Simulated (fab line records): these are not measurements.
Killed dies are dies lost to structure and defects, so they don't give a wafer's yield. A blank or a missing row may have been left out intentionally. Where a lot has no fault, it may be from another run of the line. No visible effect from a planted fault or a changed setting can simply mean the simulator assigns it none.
Code-filled problem report in 8D (eight disciplines) form ; flow n5 finfet ; the parts of the form that need people (team, actions taken, sign-off) are left out

== 1. THE PROBLEM ==
Mean of exposure dose mJ cm2 at N5_BEOL_M12_EXPOSE_07: 34.36 across 6 wafers in 2 lots; on wafers with no fault it is 32.46 (standard deviation 0.034). That is +56 standard deviations from the usual mean.
The step: exposes mask V11.
Seen first at day 13 23:42 on krf scanner-01, wafer L931.2. At this step, 33 wafers from 12 lots have a number in the record. Rule for "out", or "out of limits": more than 4 standard deviations from the usual mean. All remaining wafers that have a number are taken as sound.

== 2. WHAT IT IS, AND WHAT IT ISN'T ==
question;is;is not
which readings at this step;exposure dose mJ cm2;-
which lots;L931, L936;L917, L919, L920, L923, L924, L927, L928, L929, L930, L939
which wafers of those lots;all that have a number;-
read on which tools;krf scanner-01;krf scanner-02
when;from day 13 23:42;"up to then (24 sound wafers); but 3 sound wafers of L939 came after"

== 3. SUSPECTS, AND WHAT RULES EACH OUT ==
Counting: a tool at a process step up to the reading stays a suspect if it ran every lot that is out and no sound lot after the first of them.
- ald metal-02 at N5_BEOL_M11_ALD_74 (deposits TaN, target thk 2 nm, pulse time 2 s, purge time 3 s): kept. It ran every lot that is out, first L931 (day 13 21:04), and no sound lot after that; its last sound lot up to then is L923 (day 13 00:56).
- krf scanner-01 at N5_BEOL_M12_EXPOSE_07 (exposes mask V11): kept. It ran every lot that is out, first L931 (day 13 23:42), and no sound lot after that; its last sound lot up to then is L930 (day 13 23:04). Its own readings are out on those wafers: exposure dose mJ cm2.
Remaining after the count are ald metal-02 at N5_BEOL_M11_ALD_74 and krf scanner-01 at N5_BEOL_M12_EXPOSE_07.

== 4. THE CAUSE (what the simulator had put in) ==
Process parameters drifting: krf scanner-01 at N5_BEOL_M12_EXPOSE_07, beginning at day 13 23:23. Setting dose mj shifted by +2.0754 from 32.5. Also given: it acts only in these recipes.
Of the 2 suspects that counting leaves, this tool is one.

== 5. THE CHAIN OF EFFECTS, in route order ==
Each row: a reading where the mean over the struck wafers with a number is more than 3 standard deviations away from the usual. Only readings for which the record gives a usual standard deviation are gone through. hours: the time from each lot's start at the first step in this table that gives one to its start at this step, as a median over the lots. sigmas: the change in usual standard deviations.
hours;step;reading;usual;on struck wafers;change;sigmas
0;N5_BEOL_M12_EXPOSE_07;exposure dose mJ cm2;32.46;34.36;+1.90;+56
0;N5_BEOL_M12_CD_MEAS_10;cd nm;140.3 nm;146.7;+6.4;+3.2
It contains these process steps:
- N5_BEOL_M12_EXPOSE_07: exposes mask V11.

== 6. HOW IT WOULD HAVE BEEN CAUGHT EARLIER ==
The fault began at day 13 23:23; the first out-of-limits reading in this record came at day 13 23:42, 0 hours later.
